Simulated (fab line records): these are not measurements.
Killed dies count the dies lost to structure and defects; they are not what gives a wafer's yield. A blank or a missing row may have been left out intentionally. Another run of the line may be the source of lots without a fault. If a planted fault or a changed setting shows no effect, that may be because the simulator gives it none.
3 desks, one fault :: flow n5 finfet :: only its own numbers are on each desk; what lay behind them is given at the end

== THE DEFECT DESK ==
Inspection counts along the route, by lot: the mean over sampled wafers that carry a number. A lot is out of limits, marked OUT, if its mean lies more than 4 standard deviations from the usual mean; the brackets give that distance.
Columns: A = raw defect count at N5_BEOL_M9_INSPECT_30, usual 422
lot: L563
first seen here: day 10 08:37
A: 353

lot: L566
first seen here: day 10 23:41
A: 334

lot: L568
first seen here: day 12 01:10
A: 505

lot: L581
first seen here: day 15 05:49
A: 391

lot: L582
first seen here: day 15 09:41
A: 585
This desk's verdict: no lot among the 5 shows anything out of limits.

== THE TOOL OWNER'S DESK: rie diel-02 ==
The tool's own readings at N5_BEOL_M9_ETCH_66 (etches SOC in N2/H2, target depth 80 nm, overetch 16 nm, time 120 s): means of the sampled wafers that have a number, for each lot that ran on this tool. A lot is out of limits, marked OUT, if its mean lies more than 4 standard deviations from the usual mean; the brackets give that distance.
Columns: A = drypump motor current A at N5_BEOL_M9_ETCH_66, usual 5.8 A; B = oes product au at N5_BEOL_M9_ETCH_66, usual 0.58 a.u.; C = rf vpp V at N5_BEOL_M9_ETCH_66, usual 523.5 V; D = showerhead plenum p Torr at N5_BEOL_M9_ETCH_66, usual 2.53 Torr; E = temp c at N5_BEOL_M9_ETCH_66, usual 39.99 C; F = throttle valve pct at N5_BEOL_M9_ETCH_66, usual 17.82 %
lot: L566
first seen here: day 10 23:58
A: 6.0
B: 0.56
C: 523.1
D: 2.53
E: 40.04
F: 18.07

lot: L568
first seen here: day 12 01:27
A: 6.0
B: 0.54
C: 524.1
D: 2.54
E: 40.01
F: 17.93
This desk's verdict: no lot among the 2 shows anything out of limits.

== THE METROLOGY DESK ==
Means of the sampled wafers that have a number, per lot and without regard to the tool the lot ran on: this is what the gauges read. A lot is out of limits, marked OUT, if its mean lies more than 4 standard deviations from the usual mean; the brackets give that distance.
Columns: A = cd nm at N5_BEOL_M9_CD_MEAS_28, usual 70.06 nm; B = V8_OVL at N5_BEOL_M9_OVL_MEAS_29, usual 0.0 nm
lot: L563
first seen here: day 10 08:31
A: 69.95
B: -0.7

lot: L566
first seen here: day 10 23:35
A: 70.09
B: 0.5

lot: L568
first seen here: day 12 01:04
A: 70.14
B: -1.1

lot: L581
first seen here: day 15 05:43
A: 70.31
B: -0.8

lot: L582
first seen here: day 15 09:35
A: 69.94
B: 0.5
This desk's verdict: no lot among the 5 shows anything out of limits.

== TAKEN TOGETHER ==
The defect desk saw nothing out of limits.
Nothing out of limits was seen by the tool owner's desk.
Nothing out of limits was seen by the metrology desk.

== WHAT THE SIMULATOR HAD INSERTED ==
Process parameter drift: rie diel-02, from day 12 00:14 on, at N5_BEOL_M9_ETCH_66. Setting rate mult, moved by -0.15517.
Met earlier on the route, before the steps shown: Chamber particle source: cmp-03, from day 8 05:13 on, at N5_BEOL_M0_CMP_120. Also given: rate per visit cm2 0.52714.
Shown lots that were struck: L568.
